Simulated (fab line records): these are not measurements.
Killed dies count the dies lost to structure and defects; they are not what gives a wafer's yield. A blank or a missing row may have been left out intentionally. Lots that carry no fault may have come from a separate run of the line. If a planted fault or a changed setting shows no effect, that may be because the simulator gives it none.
Split-lot study / flow n5-finfet / on a route of 1938 steps: 7 lots, 21 wafers read

== ABOUT THE SPLIT ==
At N5_BEOL_M7_ETCH_61 (etches SiARC in CF4, target depth 45.5 nm, time 75.8 s), the setting source-w was moved away from the recipe's 545 W on 9 of the 21 wafers read, by -7.0% to +17.5%. This setting was run at the recipe's value on the other wafers.

The split's own step is where the reading is taken.

== THE READING ==
rf-vpp-V, in V, at N5_BEOL_M7_ETCH_61 (etches SiARC in CF4, target depth 45.5 nm, time 75.8 s). A value of 184.2 V with a standard deviation of 1 V is what fault-free wafers of this fab line usually give.

wafer=L077.1; tool, chamber at the split=rie-diel-06, 1; source-w as run, W=609.5; against the recipe=+11.8%; rf-vpp-V, V=178.2; against lot-mates on the recipe=-5.5
wafer=L077.2; tool, chamber at the split=rie-diel-06, 0; source-w as run, W=545; against the recipe=recipe; rf-vpp-V, V=185.3; against lot-mates on the recipe=-
wafer=L077.4; tool, chamber at the split=rie-diel-06, 3; source-w as run, W=545; against the recipe=recipe; rf-vpp-V, V=182.1; against lot-mates on the recipe=-
wafer=L079.2; tool, chamber at the split=rie-diel-06, 2; source-w as run, W=640.4; against the recipe=+17.5%; rf-vpp-V, V=172.6; against lot-mates on the recipe=-11.8
wafer=L079.3; tool, chamber at the split=rie-diel-06, 1; source-w as run, W=640.4; against the recipe=+17.5%; rf-vpp-V, V=175.5; against lot-mates on the recipe=-8.9
wafer=L079.4; tool, chamber at the split=rie-diel-06, 0; source-w as run, W=545; against the recipe=recipe; rf-vpp-V, V=184.4; against lot-mates on the recipe=-
wafer=L078.2; tool, chamber at the split=rie-diel-06, 1; source-w as run, W=589.8; against the recipe=+8.2%; rf-vpp-V, V=179.4; against lot-mates on the recipe=no lot-mate on the recipe
wafer=L078.3; tool, chamber at the split=rie-diel-06, 2; source-w as run, W=589.8; against the recipe=+8.2%; rf-vpp-V, V=180.8; against lot-mates on the recipe=no lot-mate on the recipe
wafer=L078.6; tool, chamber at the split=rie-diel-06, 0; source-w as run, W=589.8; against the recipe=+8.2%; rf-vpp-V, V=179.6; against lot-mates on the recipe=no lot-mate on the recipe
wafer=L087.1; tool, chamber at the split=rie-diel-02, 2; source-w as run, W=545; against the recipe=recipe; rf-vpp-V, V=183.3; against lot-mates on the recipe=-
wafer=L087.2; tool, chamber at the split=rie-diel-02, 0; source-w as run, W=545; against the recipe=recipe; rf-vpp-V, V=184.2; against lot-mates on the recipe=-
wafer=L087.6; tool, chamber at the split=rie-diel-02, 0; source-w as run, W=545; against the recipe=recipe; rf-vpp-V, V=185.5; against lot-mates on the recipe=-
wafer=L090.1; tool, chamber at the split=rie-diel-06, 2; source-w as run, W=545; against the recipe=recipe; rf-vpp-V, V=183.6; against lot-mates on the recipe=-
wafer=L090.5; tool, chamber at the split=rie-diel-06, 2; source-w as run, W=545; against the recipe=recipe; rf-vpp-V, V=185.3; against lot-mates on the recipe=-
wafer=L090.6; tool, chamber at the split=rie-diel-06, 0; source-w as run, W=545; against the recipe=recipe; rf-vpp-V, V=184.1; against lot-mates on the recipe=-
wafer=L092.1; tool, chamber at the split=rie-diel-02, 2; source-w as run, W=545; against the recipe=recipe; rf-vpp-V, V=185.5; against lot-mates on the recipe=-
wafer=L092.5; tool, chamber at the split=rie-diel-02, 1; source-w as run, W=545; against the recipe=recipe; rf-vpp-V, V=183.9; against lot-mates on the recipe=-
wafer=L092.6; tool, chamber at the split=rie-diel-02, 0; source-w as run, W=509.5; against the recipe=-6.5%; rf-vpp-V, V=187.5; against lot-mates on the recipe=+2.8
wafer=L095.3; tool, chamber at the split=rie-diel-01, 1; source-w as run, W=507.1; against the recipe=-7.0%; rf-vpp-V, V=189.5; against lot-mates on the recipe=+6.2
wafer=L095.4; tool, chamber at the split=rie-diel-01, 1; source-w as run, W=507.1; against the recipe=-7.0%; rf-vpp-V, V=187.0; against lot-mates on the recipe=+3.7
wafer=L095.5; tool, chamber at the split=rie-diel-01, 3; source-w as run, W=545; against the recipe=recipe; rf-vpp-V, V=183.3; against lot-mates on the recipe=-

FIT RESULTS
A straight line over all 21 wafers: rf-vpp-V changes by -0.559 V for each +1% of source-w; r = -0.97; the points scatter about the line by 1.1 V.
The same after taking each lot's own level away (the mean of its wafers on the recipe; 18 wafers): -0.58 V for each +1%; r = -0.96; scatter 1.2 V.
According to that fit, moving source-w by its largest amount changes the reading by 10 V.
Measured against the standard deviation above, the lots' own levels, which go from 183.30 to 184.70 V, span 1.4 times it.
So the lot-to-lot level changes the slope little: the two slopes agree.
Check: -9.08 V against its lot-mates is what the line predicts for one of the wafers moved furthest among these (+17.5%) when that wafer is left out of the fit. It came out at -11.8 V against them.
Tool readings at the split's step, against how far the setting was moved: etch-rf-on-time-s r = -0.89; rf-vpp-V r = -0.97.

== FURTHER SPLITS ON THESE WAFERS ==
These wafers also went through other splits before the reading. Each is held against what the fit with the lots' levels taken away leaves over:
other split on the same wafers=N5_BEOL_M4_COAT_22 spin-rpm; wafers away from the commonest value=5; r with rf-vpp-V (lot level and that fit taken away)=-0.01

== THE WHOLE CHAIN: every reading that the file lists as answering this split, in the file's order ==
step=N5_BEOL_M7_ETCH_61; what it does=etches SiARC in CF4, target depth 45.5 nm, time 75.8 s; reading=etch-rf-on-time-s; change (the file's fit)=withheld for each +1% of the setting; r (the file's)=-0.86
step=N5_BEOL_M7_ETCH_61; what it does=etches SiARC in CF4, target depth 45.5 nm, time 75.8 s; reading=rf-vpp-V; change (the file's fit)=-0.558 V for each +1% of the setting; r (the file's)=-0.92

== FILE'S OWN FIT ==
rf-vpp-V changes by -0.558 V for each +1% of source-w, r = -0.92.
